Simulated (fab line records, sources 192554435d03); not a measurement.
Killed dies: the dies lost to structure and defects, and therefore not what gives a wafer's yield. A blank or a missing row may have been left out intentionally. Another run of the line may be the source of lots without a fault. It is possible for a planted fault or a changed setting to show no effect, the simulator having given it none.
Code-filled problem report in 8D (eight disciplines) form    flow n5 finfet    the parts of the form that need people (team, actions taken, sign-off) are left out

1. THE PROBLEM
At N5_BEOL_M2_COAT_05, spin speed rpm averages 1373.5 rpm over 6 wafers from 2 lots, while fault-free wafers read 1500.0 rpm, standard deviation 0.84. So: -99 or more standard deviations from the usual mean.
The step: resist thk 30 nm.
The first sign was on wafer L154.2 at day 11 06:33, on litho track-03. Wafers with a number at this step in the record: 17, from 6 lots. Rule for "out", or "out of limits": more than 4 standard deviations from the usual mean. Any other wafer with a number is counted as sound.

2. WHAT IT IS, AND WHAT IT ISN'T
question                     is                      is not
which readings at this step  spin speed rpm          dispense pressure kPa, exhaust pa
which lots                   L154, L155              L145, L150, L151, L152
which wafers of those lots   all that have a number  -
read on which tools          litho track-03          litho track-04, litho track-05
when                         from day 11 06:33       up to then (11 sound wafers)

3. SUSPECTS, AND WHAT RULES EACH OUT
Counting: a tool stays on the suspect list if, at a process step up to the reading, it processed all lots that are out and no sound lot following the first of them.
- litho track-03 at N5_BEOL_M2_COAT_05 (resist thk 30 nm): kept. All lots that are out passed through it, beginning with L154 at day 11 06:33, and no sound lot followed; its final sound lot before that point was L150 at day 9 21:55. Its own spin speed rpm readings are out on those wafers.
Remaining after the count: litho track-03 at N5_BEOL_M2_COAT_05.

4. THE CAUSE (what the simulator had put in)
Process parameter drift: litho track-03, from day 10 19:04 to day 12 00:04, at N5_BEOL_M2_COAT_05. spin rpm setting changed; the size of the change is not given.
Only this tool survived the counting.

5. SEQUENCE OF EFFECTS, ordered by route
Rows list readings where the struck wafers' mean (over those with a number) sits beyond 3 standard deviations from the usual. Scope: only readings with a usual standard deviation given in the record; hours: median across lots of the time from each lot's start at the first step in this table that gives one to its start at this step; sigmas: change in usual standard deviations.
hours  step                reading         usual       on struck wafers  change  sigmas
0      N5_BEOL_M2_COAT_05  spin speed rpm  1500.0 rpm  1373.5            -126.5  -99 or more
Here are the process steps it includes:
- N5_BEOL_M2_COAT_05: resist thk 30 nm.
Later steps that measure or inspect, where all struck wafers having a row at the step show a number for every such reading and not one has moved that far: N5_BEOL_M2_CD_MEAS_11, N5_BEOL_M2_OVL_MEAS_12, N5_BEOL_M2_INSPECT_13, N5_BEOL_M4_RC_MEAS_101.

6. HOW IT WOULD HAVE BEEN CAUGHT EARLIER
In this record the first reading out of limits was taken at day 11 06:33, 11 hours after the fault began at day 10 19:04.
